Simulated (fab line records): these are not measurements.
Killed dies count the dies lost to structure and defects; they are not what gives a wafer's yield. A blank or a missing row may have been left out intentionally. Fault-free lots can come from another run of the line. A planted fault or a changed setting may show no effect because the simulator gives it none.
Which tool was responsible?	flow n5_finfet	Sampling: 8 lots, 23 wafers, 8 of 1938 route steps

## WHAT EACH GAUGE READ, for each wafer
N5_HKMG_FIN_INSPECT_28: inspects for defects (darkfield). Usual: 41 for raw_defect_count, sd 17.
lot	measured	on	raw_defect_count	flag
L275	day 5 07:11	defect_inspect-02	21 37 35	
L276	day 5 14:43	defect_inspect-02	22 31 27	
L279	day 6 11:00	defect_inspect-02	35 30	
L283	day 7 10:25	defect_inspect-01	30 38 49	
L289	day 8 18:24	defect_inspect-01	31 31 45	
L290	day 9 04:52	defect_inspect-01	32 41 39	
L292	day 9 12:05	defect_inspect-01	41 61 31	
L294	day 10 04:58	defect_inspect-01	34 19 20	

N5_MOL_CONTACT_COAG_THK_MEAS_29. Usual: MD_CAP_THK gives 17.87 nm (standard deviation 0.079).
lot	measured	on	MD_CAP_THK (nm)	flag
L275	day 6 00:30	film_metro-01	17.89 17.92 17.91	
L276	day 6 05:37	film_metro-02	17.74 17.82 17.73	
L279	day 7 07:08	film_metro-01	17.92 24.46	OFF
L283	day 8 05:35	film_metro-02	17.88 17.88 24.24	OFF
L289	day 9 13:50	film_metro-02	17.91 17.94 17.96	
L290	day 9 21:28	film_metro-01	17.90 17.90 17.91	
L292	day 10 03:47	film_metro-02	17.82 17.71 17.79	
L294	day 11 00:31	film_metro-01	17.79 17.76 17.85	

N5_BEOL_M4_RC_MEAS_101. Usual: DIBL_N 36.0 mV/V, standard deviation 1.6; DIBL_P 35.8 mV/V, standard deviation 2; IOFF_N 0.152 nA/um, standard deviation 0.03; IOFF_P 0.20 nA/um, standard deviation 0.031; ION_N 670 uA/um, standard deviation 12; ION_P 459 uA/um, standard deviation 7.4; SS_N 71.5 mV/dec, standard deviation 0.56; SS_P 73.2 mV/dec, standard deviation 0.64; VT_N 251 mV, standard deviation 3.5; VT_P -252 mV, standard deviation 3.3.
lot	measured	on	DIBL_N (mV/V)	DIBL_P (mV/V)	IOFF_N (nA/um)	IOFF_P (nA/um)	ION_N (uA/um)	ION_P (uA/um)	SS_N (mV/dec)	SS_P (mV/dec)	VT_N (mV)	VT_P (mV)	flag
L275	day 10 03:13	prober-01	37.4 35.9 37.2	36.7 35.6 37.0	0.151 0.125 0.155	0.20 0.18 0.20	674 656 680	461 455 463	71.8 71.3 72.1	73.6 73.2 73.6	253 255 250	-252 -250 -253	
L276	day 10 22:27	prober-01	33.6 36.9 34.7	34.2 38.5 35.2	0.113 0.172 0.136	0.19 0.26 0.21	644 676 673	456 473 473	71.4 71.7 71.2	72.4 73.6 72.9	255 248 253	-247 -245 -248	
L279	day 11 05:56	prober-01	34.2 36.6	33.1 36.1	0.111 0.150	0.15 0.18	654 663	447 451	71.0 72.1	71.8 73.1	257 251	-257 -256	
L283	day 12 17:02	prober-02	34.8 36.3 40.9	32.6 34.5 40.2	0.118 0.143 0.233	0.14 0.17 0.25	665 661 689	452 451 461	71.1 70.6 72.9	72.2 72.8 74.1	250 248 242	-256 -253 -250	
L289	day 13 06:11	prober-02	35.6 35.3 36.1	35.8 35.7 35.7	0.151 0.146 0.150	0.20 0.20 0.20	687 674 673	469 461 459	71.3 70.9 71.2	73.7 73.4 72.6	250 248 249	-250 -251 -249	
L290	day 14 05:24	prober-02	35.8 33.6 34.9	34.9 31.3 33.4	0.155 0.109 0.135	0.19 0.14 0.17	680 653 674	462 449 463	71.8 71.5 71.9	72.8 73.0 72.8	249 257 250	-252 -256 -253	
L292	day 14 03:56	prober-02	35.4 35.7 38.8	35.1 37.0 40.0	0.126 0.139 0.190	0.16 0.18 0.23	651 671 671	441 461 449	71.2 71.3 72.2	72.9 73.1 74.8	253 253 247	-254 -252 -251	
L294	day 15 11:20	prober-02	34.3 31.8 33.2	34.4 30.1 32.1	0.129 0.087 0.113	0.17 0.11 0.14	655 632 658	454 435 449	70.4 71.7 71.2	72.7 71.6 72.2	250 259 255	-253 -261 -258	

## WHICH TOOL RAN EACH LOT (tool, then ch and the chambers of the sampled wafers, then the start)
lot	N5_HKMG_FIN_ALD_72	N5_HKMG_FIN_CMP_94	N5_GATE_CUT_SAC_CAP_01	N5_GATE_CUT_ETCH_19	N5_MOL_CONTACT_COAG_ETCH_47
L275	cvd_w-01 ch 0,1, day 5 06:18	cmp-04 ch 1,2,3, day 5 06:57	ald_sin-04 ch 0,1,3, day 5 07:50	rie_diel-03 ch 0,1,3, day 5 11:10	rie_diel-02 ch 0,1, day 6 03:09
L276	cvd_w-01 ch 0,1, day 5 13:50	cmp-01 ch 0,1,3, day 5 14:32	ald_sin-01 ch 0,3, day 5 15:26	rie_diel-03 ch 0,1,3, day 5 18:47	rie_diel-05 ch 0,1,3, day 6 07:46
L279	cvd_w-01 ch 1, day 6 10:07	cmp-04 ch 0, day 6 10:46	ald_sin-01 ch 0,1, day 6 11:39	rie_diel-03 ch 0,3, day 6 15:11	rie_diel-06 ch 1,2, day 7 09:10
L283	cvd_w-01 ch 0, day 7 09:20	cmp-02 ch 2,3, day 7 10:11	ald_sin-01 ch 0,1,3, day 7 11:16	rie_diel-01 ch 0,1,2, day 7 14:40	rie_diel-05 ch 0,1,2, day 8 07:10
L289	cvd_w-01 ch 0,1, day 8 17:31	cmp-02 ch 0,1, day 8 18:10	ald_sin-03 ch 0,1,2, day 8 21:14	rie_diel-04 ch 1,3, day 9 00:43	rie_diel-02 ch 0,2,3, day 9 15:25
L290	cvd_w-02 ch 1, day 9 03:59	cmp-01 ch 0,1,2, day 9 04:38	ald_sin-03 ch 0,2, day 9 05:34	rie_diel-01 ch 0,2, day 9 09:11	rie_diel-06 ch 1,2, day 9 23:11
L292	cvd_w-01 ch 0,1, day 9 11:06	cmp-02 ch 0,2,3, day 9 11:55	ald_sin-03 ch 2,3, day 9 12:47	rie_diel-03 ch 1,2,3, day 9 16:08	rie_diel-02 ch 1,2,3, day 10 05:53
L294	cvd_w-01 ch 0,1, day 10 04:02	cmp-04 ch 0,2,3, day 10 04:45	ald_sin-01 ch 0,1,3, day 10 05:53	rie_diel-03 ch 0,1,2, day 10 09:34	rie_diel-06 ch 1,2, day 11 02:25
- N5_HKMG_FIN_ALD_72: deposits W, target thk 2 nm, pulse time 1 s, purge time 2 s.
- N5_HKMG_FIN_CMP_94: polishes, stops on SiNx, t overpolish 4.7 s, target thk 43.299 nm.
- N5_GATE_CUT_SAC_CAP_01: material SiNx, target thk 24 nm, pulse time 1 s, ald cycles 480.
- N5_GATE_CUT_ETCH_19: etches SiNx in CH3F/O2, target depth 53.7 nm, time 76.7 s.
- N5_MOL_CONTACT_COAG_ETCH_47: etches SiNx in CH3F/O2, stops on W, target depth 27 nm.

## WHAT THE TOOLS THEMSELVES READ (means of the sampled wafers that have a number; where no wafer has one, the mark that the record gives instead)
N5_HKMG_FIN_ALD_72. Usual: chamber_pressure_Torr 7.500 Torr, standard deviation 0.016; heater_power_w 420 W, standard deviation 36; precursor_pulse_height_rel 1.000, standard deviation 0.02.
lot	tool	chamber_pressure_Torr (Torr)	heater_power_w (W)	precursor_pulse_height_rel	flag
L275	cvd_w-01	7.502	424	1.000	
L276	cvd_w-01	7.494	404	0.999	
L279	cvd_w-01	7.503	380	0.974	
L283	cvd_w-01	7.500	455	1.018	
L289	cvd_w-01	7.505	402	1.002	
L290	cvd_w-02	7.508	389	0.992	
L292	cvd_w-01	7.512	421	1.003	
L294	cvd_w-01	7.492	435	1.003	

N5_HKMG_FIN_CMP_94. Usual: 12.1 A for motor_current_A, sd 1.1.
lot	tool	motor_current_A (A)	flag
L275	cmp-04	12.6	
L276	cmp-01	12.7	
L279	cmp-04	12.2	
L283	cmp-02	12.2	
L289	cmp-02	10.7	
L290	cmp-01	12.9	
L292	cmp-02	11.9	
L294	cmp-04	12.3	

N5_GATE_CUT_SAC_CAP_01. Usual: chamber_pressure_Torr 2.000 Torr, standard deviation 0.0047; heater_power_w 829 W, standard deviation 51; precursor_pulse_height_rel 1.000, standard deviation 0.02.
lot	tool	chamber_pressure_Torr (Torr)	heater_power_w (W)	precursor_pulse_height_rel	flag
L275	ald_sin-04	1.997	840	1.013	
L276	ald_sin-01	1.996	845	0.987	
L279	ald_sin-01	2.003	804	0.992	
L283	ald_sin-01	2.002	825	0.990	
L289	ald_sin-03	2.000	793	0.987	
L290	ald_sin-03	2.001	787	0.999	
L292	ald_sin-03	2.000	844	0.994	
L294	ald_sin-01	1.999	818	1.015	

N5_GATE_CUT_ETCH_19. Usual: CH3F_flow_sccm 30.01 sccm, standard deviation 0.089; bias_w 73.00 W, standard deviation 0.2; drypump_motor_current_A 5.8 A, standard deviation 0.57; etch_rf_on_time_s 77.0 s, standard deviation 1.6; oes_product_au 0.65 a.u., standard deviation 0.052; rf_fwd_power_W 390.8 W, standard deviation 1.4; rf_vpp_V 299 V, standard deviation 4.4; showerhead_plenum_p_Torr 2.02 Torr, standard deviation 0.066; throttle_valve_pct 16.49 %, standard deviation 0.21.
lot	tool	CH3F_flow_sccm (sccm)	bias_w (W)	drypump_motor_current_A (A)	etch_rf_on_time_s (s)	oes_product_au (a.u.)	rf_fwd_power_W (W)	rf_vpp_V (V)	showerhead_plenum_p_Torr (Torr)	throttle_valve_pct (%)	flag
L275	rie_diel-03	29.98	72.96	5.8	76.4	0.68	390.0	299	2.02	16.46	
L276	rie_diel-03	30.00	73.10	5.8	77.5	0.67	391.1	299	2.02	16.46	
L279	rie_diel-03	29.97	73.14	5.7	64.0	0.70	389.0	296	1.98	16.45	OFF
L283	rie_diel-01	29.92	72.87	6.0	70.4	0.62	390.7	298	1.99	16.49	OFF
L289	rie_diel-04	30.05	73.10	6.1	77.3	0.65	391.0	300	1.95	16.60	
L290	rie_diel-01	30.02	72.86	5.8	77.7	0.70	391.9	295	2.04	16.35	
L292	rie_diel-03	30.02	72.92	5.7	77.1	0.66	390.5	301	2.04	16.51	
L294	rie_diel-03	29.98	72.95	5.3	78.6	0.62	390.3	300	2.05	16.69	

N5_MOL_CONTACT_COAG_ETCH_47. Usual: CH3F_flow_sccm 29.99 sccm, standard deviation 0.09; bias_w 73.00 W, standard deviation 0.22; drypump_motor_current_A 5.7 A, standard deviation 0.47; etch_rf_on_time_s 31.2 s, standard deviation 0.54; oes_product_au 0.69 a.u., standard deviation 0.081; rf_fwd_power_W 387.1 W, standard deviation 2.3; rf_vpp_V 295 V, standard deviation 4.9; showerhead_plenum_p_Torr 2.01 Torr, standard deviation 0.048; throttle_valve_pct 16.38 %, standard deviation 0.2.
lot	tool	CH3F_flow_sccm (sccm)	bias_w (W)	drypump_motor_current_A (A)	etch_rf_on_time_s (s)	oes_product_au (a.u.)	rf_fwd_power_W (W)	rf_vpp_V (V)	showerhead_plenum_p_Torr (Torr)	throttle_valve_pct (%)	flag
L275	rie_diel-02	29.96	72.96	5.1	31.6	0.63	387.8	293	2.03	16.56	
L276	rie_diel-05	30.00	73.25	5.6	30.7	0.72	386.2	294	2.01	16.36	
L279	rie_diel-06	30.02	73.09	6.0	36.7	0.71	385.3	301	2.01	16.27	OFF
L283	rie_diel-05	29.94	72.83	5.7	35.5	0.64	387.2	296	1.98	16.50	OFF
L289	rie_diel-02	29.91	73.23	5.8	31.3	0.73	389.2	294	2.06	16.34	
L290	rie_diel-06	30.03	72.98	6.1	31.2	0.67	385.7	302	2.00	16.36	
L292	rie_diel-02	29.96	72.81	5.7	30.7	0.72	387.1	294	2.04	16.29	
L294	rie_diel-06	29.97	73.05	6.1	31.2	0.66	383.4	302	1.99	16.39	

## THE ANSWER, worked out from the rows above alone
Rule: a lot is off if the mean of its wafers that have a number lies more than 3 standard deviations from the usual mean. A lot without any number at a reading at which 4 lots or more have one is off too. Where the step has rows for the other lots, those lots are counted as sound. After the gauges, taken in route order, come the tools' own readings; for these a lot's mean is taken, as printed above. At the first step where some lot is off, the reading lying furthest off is the one used; lots without a number count as furthest.
Off: L279, L283, at N5_MOL_CONTACT_COAG_THK_MEAS_29 (MD_CAP_THK).
If a tool, at a process step before that reading, ran all the lots that are off and no sound lot after the first of them, it fits. Not tried: the gauges at N5_MOL_CONTACT_COAG_THK_MEAS_29; whatever is off there is also off at N5_GATE_CUT_ETCH_19, on other tools, and gauge error can't account for it. Not one of the candidates tried fits.

## WHAT HAD BEEN PUT IN BY THE SIMULATOR
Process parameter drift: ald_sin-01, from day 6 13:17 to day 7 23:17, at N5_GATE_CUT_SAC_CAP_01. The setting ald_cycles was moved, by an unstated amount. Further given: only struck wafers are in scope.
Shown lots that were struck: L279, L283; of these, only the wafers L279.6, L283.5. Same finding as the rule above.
